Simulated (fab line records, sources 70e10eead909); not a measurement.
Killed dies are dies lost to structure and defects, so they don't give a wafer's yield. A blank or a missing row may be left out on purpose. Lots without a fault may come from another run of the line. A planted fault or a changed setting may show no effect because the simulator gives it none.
fab line records | flow nand_harc
record lots=24 wafers=72 last_day=33
route steps=1302 shown A_BLC@1118 A_M1@1187 A_BONDPAD@1218 THIN_TSV@1246
lots that met no fault: from a run of the same line without faults
start_h: hours from the record's first day to the start of the lot's first wafer shown | wait_h: hours since the lot's step before | " the same as in the row above | L1.1+2: a row that stands for several wafers | - no value, or no start given | * or withheld: withheld | < > ~ a bound
route shown NAME@n: a module of which the file shows steps, and the number in the route of the first | usual: mean/standard deviation of fault-free wafers | same: alike in all rows | chamber/n: place in a boat | sites: the reading at each site | _std_site: their standard deviation | _edge_site: outer sites' mean less inner sites' | radius_mm: how far each site lies from the wafer's centre | mask NAME#n: copy n | behind: the tool/chamber that last shaped the wafer | hold: why the lot was held/for how many hours/how that ended | device: the transistor (n, p or np) that didn't switch | end of line: the same wafers' tests at the end of the route | a step without rows: its recipe alone | killed: dies lost to structure and defects at the first sort, not the wafer's yield | map: a wafer's dies, x killed, . not, _ none there
set.NAME: the setting as run; set.NAME@STEP: as run at that earlier step | model.NAME: the simulator's own value behind a step, which no gauge read
steps of the route over a sample of lots; a table a step, a row a wafer
services: from which hour (start_h, from the record's first day; less than 0 if before it) a tool's chamber was out of use, for how many hours, and why
## steps
# step NHARC_A_BLC_OVL_MEAS_11
# usual overlay_x_nm=-0.2/0.86 overlay_y_nm=0.1/1
# columns lot.wafer tool chamber start_h wait_h overlay_x_nm overlay_y_nm
L074.1 overlay-01 - 504.54 - -0.7 -0.5
L074.2 " - " " -0.4 -0.2
L074.4 " - " " -0.3 -0.3
L075.2 overlay-02 - 524.32 - -1.6 0.2
L075.5 " - " " -0.8 0.4
L075.6 " - " " -1.0 0.3
L076.1 overlay-01 - 530.71 - -0.1 1.5
L076.2 " - " " 0.5 1.7
L076.5 " - " " 0.1 1.6
L077.2 overlay-01 - 533.61 - -1.3 0.9
L077.3 " - " " -1.9 1.1
L077.6 " - " " -1.5 1.3
L078.1 overlay-01 - 549.47 - 0.6 0.4
L078.3 " - " " 0.6 0.2
L078.5 " - " " 0.3 0.4
L079.2 overlay-02 - 566.05 - -1.1 0.7
L079.5 " - " " -1.1 0.3
L079.6 " - " " -0.8 0.0
L081.3 overlay-02 - 589.07 - -0.7 0.8
L081.4 " - " " -0.8 0.5
L081.6 " - " " -1.2 0.4
L082.1 overlay-01 - 592.09 - -0.7 -0.4
L082.4 " - " " -0.5 0.0
L082.6 " - " " -1.0 -0.9
L080.1 overlay-02 - 595.16 - -0.8 0.7
L080.3 " - " " -1.7 0.5
L080.5 " - " " -1.2 1.2
L083.2 overlay-02 - 617.73 - -1.3 0.6
L083.4 " - " " -1.3 0.9
L083.6 " - " " -1.7 1.6
L085.1 overlay-01 - 618.49 - 0.3 1.1
L085.2 " - " " 0.5 0.2
L085.3 " - " " 0.7 -0.2
L084.2 overlay-01 - 636.67 - -1.8 -0.9
L084.3 " - " " -1.2 -1.3
L084.5 " - " " -1.3 -1.3
L086.3 overlay-01 - 646.25 - -0.9 0.1
L086.5 " - " " -1.1 0.1
L086.6 " - " " -0.9 0.0
L087.1 overlay-01 - 661.67 - 0.7 0.1
L087.2 " - " " 0.5 -0.1
L087.6 " - " " 1.0 0.5
L089.1 overlay-02 - 663.19 - 0.4 1.5
L089.3 " - " " 1.1 1.9
L089.6 " - " " 0.4 1.8
L090.1 overlay-01 - 665.34 - 0.6 -1.9
L090.3 " - " " 0.9 -2.3
L090.5 " - " " 0.5 -2.4
L088.4 overlay-02 - 670.81 - 0.7 1.2
L088.5 " - " " 0.1 1.2
L088.6 " - " " 0.1 2.0
L091.3 overlay-01 - 691.46 - 0.4 -1.3
L091.4 " - " " 0.9 -1.2
L091.6 " - " " 0.8 -1.3
L093.1 overlay-01 - 702.49 - 0.2 -0.8
L093.2 " - " " -0.3 -0.6
L093.3 " - " " -0.1 -0.8
L094.1 overlay-02 - 708.80 - 0.7 0.0
L094.2 " - " " 0.5 0.1
L094.4 " - " " 0.6 0.0
L092.1 overlay-01 - 708.95 - -1.5 -1.1
L092.2 " - " " -1.5 0.0
L092.3 " - " " -0.9 0.6
L095.2 overlay-01 - 718.52 - 0.8 0.1
L095.3 " - " " 0.9 -0.7
L095.6 " - " " 0.9 -0.5
L097.2 overlay-01 - 734.77 - 0.2 -0.4
L097.3 " - " " 0.0 -1.1
L097.6 " - " " 0.7 -0.4
L096.1 overlay-01 - 736.60 - 0.1 0.3
L096.2 " - " " 0.3 0.4
L096.6 " - " " 0.8 0.1
# step NHARC_A_M1_ETCH_28
# recipe target_depth_a=300 over_etch_frac=0.3 time_s=72.99 ion_energy_ev=150 cf4_flow_sccm=50 n2_flow_sccm=100 ar_flow_sccm=150 rf_w=300 bias_w=100 chemistry=CF4/N2
# usual drypump_motor_current_A=5.8/0.4 oes_product_au=1.002/0.012 rf_vpp_V=313.8/1.8 showerhead_plenum_p_Torr=2.59/0.095 throttle_valve_pct=19.795/0.0089
# columns lot.wafer tool chamber start_h wait_h drypump_motor_current_A oes_product_au rf_hours_counter_h rf_vpp_V showerhead_plenum_p_Torr throttle_valve_pct
L074.4 rie_diel-02 2 - - 5.5 1.013 2.3 313.0 2.55 19.787
L074.1 " 3 " " 5.6 0.998 3.0 315.4 2.66 19.796
L074.2 " 0 " " 5.5 1.001 2.8 317.1 2.72 19.793
L075.2 rie_diel-02 0 - - 5.4 1.000 3.1 316.8 2.72 19.796
L075.5 " 0 " " 5.5 1.012 - 316.0 2.72 19.806
L075.6 " 1 " " 6.1 0.990 - 312.2 2.47 19.795
L076.1 rie_diel-07 0 - - 6.0 0.991 3.7 312.0 2.53 19.797
L076.2 " 2 " " 5.2 0.993 2.1 315.9 2.62 19.793
L076.5 " 0 " " 6.0 0.996 - 312.1 2.53 19.783
L077.2 rie_diel-02 2 - - 5.4 1.012 2.8 312.4 2.55 19.792
L077.3 " 0 " " 5.5 1.003 3.3 314.2 2.72 19.805
L077.6 " 2 " " 5.4 1.004 - 313.3 2.55 19.785
L078.1 rie_diel-02 2 - - 5.4 0.999 3.4 313.4 2.55 19.800
L078.3 " 3 " " 5.6 0.996 3.7 313.8 2.66 19.806
L078.5 " 1 " " 6.1 0.971 - 311.3 2.47 19.809
L079.2 rie_diel-13 0 - - 5.5 1.021 2.5 314.3 2.63 19.797
L079.6 " 1 " " 5.8 1.023 - 314.4 2.66 19.803
L079.5 " 2 " " 5.8 1.027 - 311.5 2.50 19.809
L081.3 rie_diel-13 3 - - 6.8 1.013 4.0 314.4 2.63 19.811
L081.4 " 1 " " 5.8 1.023 3.8 314.4 2.66 19.789
L081.6 " 2 " " 5.8 1.016 - 311.2 2.50 19.794
L082.1 rie_diel-13 3 - - 6.8 1.012 4.2 314.5 2.63 19.800
L082.4 " 2 " " 5.8 1.008 4.1 313.3 2.50 19.809
L082.6 " 3 " " 6.8 0.997 - 314.2 2.63 19.783
L080.1 rie_diel-07 1 - - 6.3 0.999 6.9 317.5 2.80 19.789
L080.3 " 2 " " 5.2 0.999 4.8 314.9 2.62 19.798
L080.5 " 0 " " 6.0 0.988 - 313.0 2.53 19.782
L083.4 rie_diel-07 2 - - 5.2 1.012 5.6 315.7 2.62 19.791
L083.2 " 1 " " 6.3 1.000 7.7 317.5 2.80 19.794
L083.6 " 2 " " 5.2 0.992 - 313.9 2.62 19.793
L085.1 rie_diel-13 1 - - 5.8 1.022 5.0 314.6 2.66 19.798
L085.3 " 2 " " 5.8 1.015 5.2 312.1 2.50 19.798
L085.2 " 3 " " 6.7 1.011 5.3 314.7 2.63 19.791
L084.3 rie_diel-02 1 - - 6.1 0.986 2.3 312.5 2.47 19.789
L084.2 " 2 " " 5.4 0.991 2.7 313.0 2.54 19.802
L084.5 " 1 " " 6.1 0.991 - 309.7 2.47 19.788
L086.3 rie_diel-02 2 - - 5.4 0.993 2.9 312.7 2.54 19.785
L086.6 " 2 " " 5.4 1.002 - 313.1 2.54 19.795
L086.5 " 3 " " 5.6 0.983 - 315.7 2.66 19.801
L087.1 rie_diel-02 2 - - 5.4 1.004 3.1 314.7 2.54 19.800
L087.2 " 0 " " 5.4 0.995 2.9 316.6 2.72 19.786
L087.6 " 3 " " 5.6 0.993 - 316.0 2.66 19.802
L089.1 rie_diel-07 3 - - 5.7 0.991 0.1 312.9 2.48 19.789
L089.3 " 0 " " 6.0 0.985 0.2 313.6 2.53 19.788
L089.6 " 3 " " 5.7 0.990 - 311.1 2.48 19.779
L090.1 rie_diel-13 2 - - 5.8 1.016 8.1 312.7 2.50 19.799
L090.3 " 1 " " 5.7 1.018 7.8 314.8 2.66 19.795
L090.5 " 2 " " 5.8 1.016 - 311.9 2.50 19.794
L088.4 rie_diel-02 1 - - 6.1 0.990 2.9 312.6 2.47 19.792
L088.6 " 0 " " 5.5 0.987 - 315.4 2.72 19.799
L088.5 " 1 " " 6.1 1.000 - 311.7 2.47 19.804
L091.3 rie_diel-07 0 - - 6.0 0.993 2.5 313.3 2.53 19.782
L091.4 " 1 " " 6.3 0.994 2.1 317.7 2.80 19.783
L091.6 " 0 " " 6.0 1.001 - 313.9 2.53 19.804
L093.2 rie_diel-13 1 - - 5.8 1.014 0.1 315.7 2.66 19.784
L093.3 " 3 " " 6.8 1.013 0.1 315.5 2.63 19.790
L093.1 " 0 " " 5.5 1.004 0.1 314.7 2.63 19.812
L094.4 rie_diel-02 0 - - 5.5 0.995 4.1 316.7 2.72 19.798
L094.1 " 2 " " 5.4 0.995 4.3 312.2 2.54 19.785
L094.2 " 3 " " 5.6 0.998 4.6 315.1 2.66 19.794
L092.2 rie_diel-07 1 - - 6.3 0.996 2.6 317.1 2.80 19.791
L092.3 " 2 " " 5.2 0.995 2.9 313.9 2.62 19.797
L092.1 " 3 " " 5.7 0.994 3.1 312.2 2.47 19.801
L095.3 rie_diel-13 2 - - 5.8 1.008 0.8 311.6 2.50 19.790
L095.2 " 3 " " 6.8 1.009 0.8 313.5 2.63 19.797
L095.6 " 0 " " 5.5 1.008 - 314.4 2.63 19.805
L097.2 rie_diel-02 2 - - 5.4 0.989 5.2 311.4 2.54 19.790
L097.3 " 1 " " 6.1 0.994 4.7 311.9 2.47 19.780
L097.6 " 1 " " 6.1 0.991 - 310.5 2.47 19.803
L096.2 rie_diel-13 3 - - 6.8 1.004 2.3 313.6 2.63 19.789
L096.1 " 0 " " 5.5 1.012 2.2 313.0 2.63 19.787
L096.6 " 3 " " 6.8 1.008 - 314.9 2.62 19.790
# step NHARC_A_M1_DEGAS_29
# recipe temp_c=250 time_s=60
# usual heater_power_w=330/30 susceptor_temp_C=249.99/0.16
# columns lot.wafer tool chamber start_h wait_h heater_power_w susceptor_temp_C
L074.4 pvd_sputter-01 - 513.74 - 361 250.30
L074.2 " - " " 297 249.93
L074.1 " - " " 328 250.07
L075.2 pvd_sputter-02 - 533.62 - 277 -
L075.6 " - " " 310 -
L075.5 " - " " 279 -
L076.2 pvd_sputter-01 - 540.05 - 323 250.02
L076.1 " - " " 365 249.96
L076.5 " - " " 387 250.16
L077.3 pvd_sputter-01 - 542.91 - 390 249.95
L077.2 " - " " 294 249.86
L077.6 " - " " 332 250.14
L078.1 pvd_sputter-01 - 559.31 - 330 249.80
L078.3 " - " " 358 249.99
L078.5 " - " " 303 249.80
L079.2 pvd_sputter-02 - 575.78 - 315 250.03
L079.6 " - " " 312 250.19
L079.5 " - " " 338 249.99
L081.4 pvd_sputter-02 - 598.47 - 317 249.71
L081.3 " - " " 347 250.01
L081.6 " - " " 278 250.22
L082.4 pvd_sputter-02 - 602.05 - 310 250.39
L082.1 " - " " 308 250.09
L082.6 " - " " 313 250.34
L080.1 pvd_sputter-01 - 604.54 - 344 250.00
L080.3 " - " " 347 249.98
L080.5 " - " " 328 249.78
L083.2 pvd_sputter-01 - 627.02 - 343 250.08
L083.4 " - " " 395 249.95
L083.6 " - " " 346 250.03
L085.2 pvd_sputter-01 - 627.84 - 352 249.61
L085.1 " - " " 386 249.90
L085.3 " - " " 345 249.73
L084.2 pvd_sputter-01 - 645.77 - 341 -
L084.3 " - " " 341 -
L084.5 " - " " 318 -
L086.3 pvd_sputter-01 - 655.73 - 317 250.09
L086.6 " - " " 318 250.21
L086.5 " - " " 346 249.99
L087.1 pvd_sputter-02 - 671.43 - 281 250.05
L087.2 " - " " 328 250.11
L087.6 " - " " 307 250.22
L089.1 pvd_sputter-02 - 672.43 - 278 249.90
L089.3 " - " " 333 250.13
L089.6 " - " " 297 249.89
L090.1 pvd_sputter-01 - 674.73 - 325 250.13
L090.3 " - " " 379 249.78
L090.5 " - " " 325 250.15
L088.4 pvd_sputter-02 - 679.81 - 312 249.68
L088.5 " - " " 330 250.02
L088.6 " - " " 333 250.12
L091.3 pvd_sputter-02 - 700.43 - 329 249.93
L091.4 " - " " 298 249.86
L091.6 " - " " 305 250.05
L093.2 pvd_sputter-02 - 711.59 - 312 -
L093.3 " - " " 343 -
L093.1 " - " " 330 -
L094.2 pvd_sputter-03 - 718.19 - 351 249.55
L094.4 " - " " 333 250.12
L094.1 " - " " 338 249.80
L092.3 pvd_sputter-02 - 718.49 - 306 250.18
L092.2 " - " " 280 250.03
L092.1 " - " " 334 249.92
L095.2 pvd_sputter-01 - 728.01 - 349 250.06
L095.3 " - " " 325 250.07
L095.6 " - " " 346 250.16
L097.2 pvd_sputter-01 - 744.55 - 343 250.14
L097.3 " - " " 347 250.03
L097.6 " - " " 341 250.08
L096.2 pvd_sputter-03 - 745.87 - 351 -
L096.1 " - " " 305 -
L096.6 " - " " 343 -
# step NHARC_A_BONDPAD_DESCUM_11
# recipe time_s=3 o2_flow_sccm=200 ar_flow_sccm=0 bias_power_w=0 chemistry=O2
# usual drypump_motor_current_A=5.7/0.48 oes_product_au=1.002/0.0096 rf_vpp_V=57.8/0.88 showerhead_plenum_p_Torr=1.89/0.1 throttle_valve_pct=11.312/0.0085
# columns lot.wafer tool chamber start_h wait_h drypump_motor_current_A oes_product_au rf_hours_counter_h rf_vpp_V showerhead_plenum_p_Torr throttle_valve_pct
L074.4 rie_diel-03 1 517.44 - 5.2 1.027 2 55.9 1.78 11.309
L074.1 " 2 " " 5.0 0.998 2 56.5 1.79 11.306
L074.2 " 3 " " 5.7 1.005 2 59.4 1.84 11.313
L075.2 rie_diel-03 2 537.20 - 5.0 1.009 2 58.3 1.79 11.315
L075.6 " 1 " " 5.2 1.006 - 57.8 1.78 11.309
L075.5 " 2 " " 5.0 0.993 - 56.9 1.79 11.299
L076.1 rie_diel-05 1 543.78 - 6.6 1.003 16 59.4 2.02 11.324
L076.2 " 3 " " 5.9 1.001 20 59.3 1.94 11.312
L076.5 " 1 " " 6.5 0.996 - 58.5 2.02 11.321
L077.2 rie_diel-05 1 546.58 - 6.5 0.992 17 56.7 2.02 11.320
L077.3 " 3 " " 5.8 0.995 20 58.3 1.94 11.310
L077.6 " 0 " " 5.4 0.987 - 58.6 2.03 11.314
L078.1 rie_diel-05 0 563.04 - 5.4 1.000 21 58.7 2.03 11.320
L078.3 " 1 " " 6.6 0.990 18 58.8 2.02 11.300
L078.5 " 3 " " 5.9 0.986 - 57.4 1.94 11.309
L079.2 rie_diel-03 1 579.35 - 5.3 1.010 3 57.6 1.78 11.320
L079.5 " 1 " " 5.3 1.002 - 57.5 1.78 11.312
L079.6 " 2 " " 5.0 1.010 - 56.2 1.79 11.308
L081.3 rie_diel-03 3 602.15 - 5.7 1.010 3 58.2 1.84 11.327
L081.6 " 1 " " 5.2 1.009 - 55.8 1.78 11.289
L081.4 " 3 " " 5.7 1.006 - 59.1 1.84 11.299
L082.4 rie_diel-05 1 605.80 - 6.6 1.007 1 59.0 2.02 11.313
L082.1 " 2 " " 5.7 1.016 1 58.6 2.07 11.298
L082.6 " 1 " " 6.6 1.012 - 57.6 2.02 11.314
L080.3 rie_diel-05 2 608.44 - 5.7 1.012 1 57.7 2.07 11.315
L080.1 " 0 " " 5.5 1.001 1 57.8 2.03 11.326
L080.5 " 1 " " 6.6 1.007 - 59.0 2.02 11.315
L083.4 rie_diel-03 0 630.71 - 6.2 0.991 5 57.4 1.84 11.314
L083.2 " 1 " " 5.3 0.996 5 59.1 1.78 11.298
L083.6 " 1 " " 5.2 0.995 - 57.8 1.78 11.314
L085.2 rie_diel-03 3 631.55 - 5.7 0.997 5 58.4 1.84 11.309
L085.1 " 0 " " 6.2 0.986 5 57.9 1.84 11.314
L085.3 " 1 " " 5.2 1.000 5 57.0 1.78 11.321
L084.3 rie_diel-03 1 649.51 - 5.2 1.012 0 59.2 1.78 11.294
L084.2 " 3 " " 5.7 1.008 0 58.6 1.84 11.314
L084.5 " 0 " " 6.1 0.991 - 57.9 1.84 11.312
L086.3 rie_diel-03 1 659.46 - 5.2 1.009 0 57.4 1.78 11.320
L086.5 " 1 " " 5.2 1.005 - 57.8 1.78 11.300
L086.6 " 2 " " 5.0 1.009 - 57.6 1.79 11.308
L087.1 rie_diel-03 2 675.12 - 5.0 1.004 1 57.0 1.79 11.323
L087.2 " 0 " " 6.2 0.991 1 56.8 1.84 11.295
L087.6 " 3 " " 5.7 1.006 - 57.0 1.84 11.311
L089.3 rie_diel-06 3 676.19 - 5.9 1.005 2 58.5 1.82 11.300
L089.1 " 0 " " 5.6 1.009 2 58.7 1.81 11.318
L089.6 " 3 " " 5.9 0.996 - 57.7 1.82 11.296
L090.1 rie_diel-05 2 678.30 - 5.7 1.004 17 58.8 2.06 11.319
L090.3 " 1 " " 6.6 1.007 15 57.7 2.01 11.311
L090.5 " 2 " " 5.7 1.006 - 57.8 2.06 11.305
L088.4 rie_diel-03 3 683.52 - 5.7 1.003 1 57.3 1.84 11.316
L088.5 " 0 " " 6.2 0.992 - 56.8 1.84 11.306
L088.6 " 1 " " 5.2 0.999 - 58.7 1.78 11.300
L091.4 rie_diel-03 1 703.99 - 5.3 1.004 2 58.5 1.78 11.320
L091.3 " 3 " " 5.7 1.011 2 56.4 1.84 11.292
L091.6 " 1 " " 5.2 1.003 - 57.9 1.78 11.312
L093.1 rie_diel-03 1 715.18 - 5.3 0.998 2 57.0 1.78 11.313
L093.3 " 2 " " 5.0 0.998 2 57.5 1.79 11.313
L093.2 " 3 " " 5.7 1.002 2 57.0 1.84 11.310
L094.1 rie_diel-03 0 721.74 - 6.2 0.997 2 57.9 1.84 11.312
L094.4 " 1 " " 5.2 0.996 2 56.1 1.78 11.309
L094.2 " 3 " " 5.7 1.014 2 57.6 1.84 11.310
L092.2 rie_diel-05 1 722.23 - 6.6 1.005 25 58.2 2.01 11.316
L092.3 " 2 " " 5.8 1.002 28 58.9 2.06 11.315
L092.1 " 0 " " 5.5 1.011 24 59.2 2.02 11.310
L095.3 rie_diel-03 2 731.71 - 5.0 0.994 3 56.1 1.79 11.307
L095.2 " 3 " " 5.7 1.008 3 57.7 1.84 11.327
L095.6 " 1 " " 5.2 1.002 - 57.9 1.78 11.318
L097.2 rie_diel-06 0 748.25 - 5.6 1.012 25 56.5 1.80 11.315
L097.3 " 1 " " 5.7 1.012 24 56.3 1.88 11.317
L097.6 " 2 " " 5.0 1.011 - 58.8 2.01 11.323
L096.1 rie_diel-05 0 749.59 - 5.5 1.020 27 58.7 2.02 11.307
L096.2 " 2 " " 5.7 1.023 32 59.7 2.06 11.324
L096.6 " 0 " " 5.5 1.011 - 58.1 2.02 11.317
# step NHARC_THIN_TSV_THK_MEAS_02
# recipe thk_meas_gauge=ir
# usual thk_nm=3050/190
# columns lot.wafer tool chamber start_h wait_h thk_nm
L074.1 film_metro-01 - 532.40 - 2774
L074.2 " - " " 2717
L074.4 " - " " 2931
L075.2 film_metro-02 - 551.57 - 3111
L075.5 " - " " 2883
L075.6 " - " " 3234
L077.2 film_metro-02 - 557.60 - 3073
L077.3 " - " " 3031
L077.6 " - " " 2904
L076.1 film_metro-01 - 558.82 - 3190
L076.2 " - " " 3088
L076.5 " - " " 3015
L078.1 film_metro-02 - 576.48 - 3174
L078.3 " - " " 3346
L078.5 " - " " 3259
L079.2 film_metro-02 - 592.94 0.2 2747
L079.5 " - " " 2936
L079.6 " - " " 2806
L082.1 film_metro-02 - 617.32 - 3201
L082.4 " - " " 2928
L082.6 " - " " 3484
L081.3 film_metro-02 - 618.53 - 2885
L081.4 " - " " 2599
L081.6 " - " " 3108
L080.1 film_metro-01 - 623.46 - 2899
L080.3 " - " " 3155
L080.5 " - " " 3180
L083.2 film_metro-01 - 646.83 - 3049
L083.4 " - " " 2979
L083.6 " - " " 2849
L085.1 film_metro-01 - 648.03 - 3075
L085.2 " - " " 2800
L085.3 " - " " 3113
L084.2 film_metro-02 - 663.19 - 2750
L084.3 " - " " 2757
L084.5 " - " " 2853
L086.3 film_metro-02 - 673.69 - 3114
L086.5 " - " " 3585
L086.6 " - " " 3239
L089.1 film_metro-02 - 688.95 - 3274
L089.3 " - " " 3253
L089.6 " - " " 3070
L090.1 film_metro-02 - 690.16 - 3153
L090.3 " - " " 3149
L090.5 " - " " 3076
L087.1 film_metro-02 - 691.33 - 3212
L087.2 " - " " 2777
L087.6 " - " " 3085
L088.4 film_metro-01 - 698.12 0.2 3213
L088.5 " - " " 3298
L088.6 " - " " 3281
L091.3 film_metro-02 - 717.63 0.2 2900
L091.4 " - " " 2612
L091.6 " - " " 2923
L093.1 film_metro-02 - 728.94 - 3144
L093.2 " - " " 3365
L093.3 " - " " 3277
L094.1 film_metro-01 - 735.79 0.2 3190
L094.2 " - " " 2984
L094.4 " - " " 3672
L092.1 film_metro-01 - 736.99 - 3103
L092.2 " - " " 3076
L092.3 " - " " 2981
L095.2 film_metro-02 - 746.21 0.2 2815
L095.3 " - " " 2970
L095.6 " - " " 2975
L097.2 film_metro-01 - 764.31 - 3314
L097.3 " - " " 3245
L097.6 " - " " 3238
L096.1 film_metro-01 - 765.56 - 3054
L096.2 " - " " 2934
L096.6 " - " " 2969
# step NHARC_THIN_TSV_CD_MEAS_37
# usual cd_nm=5000.3/2.7
# columns lot.wafer tool chamber start_h wait_h cd_nm
L074.1 cd_sem-03 - 540.82 - 5002.8
L074.2 " - " " 4999.5
L074.4 " - " " 5002.5
L075.2 cd_sem-02 - 560.67 - 4995.9
L075.5 " - " " 5003.8
L075.6 " - " " 5000.0
L077.2 cd_sem-03 - 565.99 - 5004.9
L077.3 " - " " 5004.3
L077.6 " - " " 5004.8
L076.1 cd_sem-01 - 566.99 - 5002.6
L076.2 " - " " 4998.1
L076.5 " - " " 5002.2
L078.1 cd_sem-02 - 584.74 - 4996.5
L078.3 " - " " 4999.3
L078.5 " - " " 4997.0
L079.2 cd_sem-01 - 601.33 - 5001.3
L079.5 " - " " 5002.5
L079.6 " - " " 5001.9
L082.1 cd_sem-01 - 625.62 - 5002.3
L082.4 " - " " 5006.5
L082.6 " - " " 5003.1
L081.3 cd_sem-02 - 626.93 - 4998.8
L081.4 " - " " 5002.6
L081.6 " - " " 5000.4
L080.1 cd_sem-01 - 631.86 - 5000.3
L080.3 " - " " 5003.1
L080.5 " - " " 5001.2
L083.2 cd_sem-03 - 655.19 - 5002.0
L083.4 " - " " 4994.7
L083.6 " - " " 5002.9
L085.1 cd_sem-01 - 656.27 - 4997.3
L085.2 " - " " 4997.9
L085.3 " - " " 5000.1
L084.2 cd_sem-01 - 671.54 - 4999.7
L084.3 " - " " 5003.5
L084.5 " - " " 4998.0
L086.3 cd_sem-02 - 681.99 - 4997.3
L086.5 " - " " 4997.8
L086.6 " - " " 4996.5
L089.1 cd_sem-03 - 697.60 - 4999.8
L089.3 " - " " 4997.6
L089.6 " - " " 5001.5
L090.1 cd_sem-03 - 698.69 - 4998.1
L090.3 " - " " 5004.9
L090.5 " - " " 4999.6
L087.1 cd_sem-01 - 699.79 - 4997.4
L087.2 " - " " 4997.1
L087.6 " - " " 4998.5
L088.4 cd_sem-02 - 707.17 - 5003.2
L088.5 " - " " 4995.6
L088.6 " - " " 5000.9
L091.3 cd_sem-01 - 726.09 - 4997.5
L091.4 " - " " 4999.5
L091.6 " - " " 4997.6
L093.1 cd_sem-03 - 737.24 - 5001.2
L093.2 " - " " 5004.0
L093.3 " - " " 5001.7
L094.1 cd_sem-01 - 744.24 - 5000.5
L094.2 " - " " 5002.1
L094.4 " - " " 4996.5
L092.1 cd_sem-03 - 745.47 - 4999.0
L092.2 " - " " 5000.6
L092.3 " - " " 5003.2
L095.2 cd_sem-01 - 754.86 - 5000.1
L095.3 " - " " 4996.4
L095.6 " - " " 5000.1
L097.2 cd_sem-03 - 772.96 - 4998.6
L097.3 " - " " 4996.6
L097.6 " - " " 5003.1
L096.1 cd_sem-01 - 774.29 - 5003.0
L096.2 " - " " 5003.2
L096.6 " - " " 4999.4
## services
# columns tool chamber start_h hours kind
rie_diel-07 2 509.15 8.3 repair
rie_diel-13 2 513.03 6.6 repair
rie_diel-13 - 519.01 9.0 pm
rie_diel-02 2 536.49 5.5 repair
rie_diel-13 - 545.98 0.5 repair
rie_diel-05 - 552.11 0.1 repair
rie_diel-02 3 553.18 4.2 repair
rie_diel-13 0 554.24 5.2 repair
rie_diel-02 - 570.70 9.0 pm
pvd_sputter-01 - 571.49 10.4 repair
pvd_sputter-01 - 582.92 10.0 pm
rie_diel-05 - 583.82 9.0 pm
rie_diel-03 2 601.13 2.0 repair
rie_diel-03 - 635.30 9.0 pm
pvd_sputter-02 - 638.96 10.0 pm
rie_diel-13 - 661.33 0.4 repair
rie_diel-05 1 666.27 8.2 repair
pvd_sputter-02 - 683.60 11.2 repair
rie_diel-13 - 696.01 9.0 pm
pvd_sputter-01 - 710.34 7.1 repair
pvd_sputter-02 - 727.74 30.5 repair
rie_diel-02 3 732.82 6.0 repair
rie_diel-02 0 735.65 12.6 repair
rie_diel-02 - 747.70 9.0 pm
## key
fault none
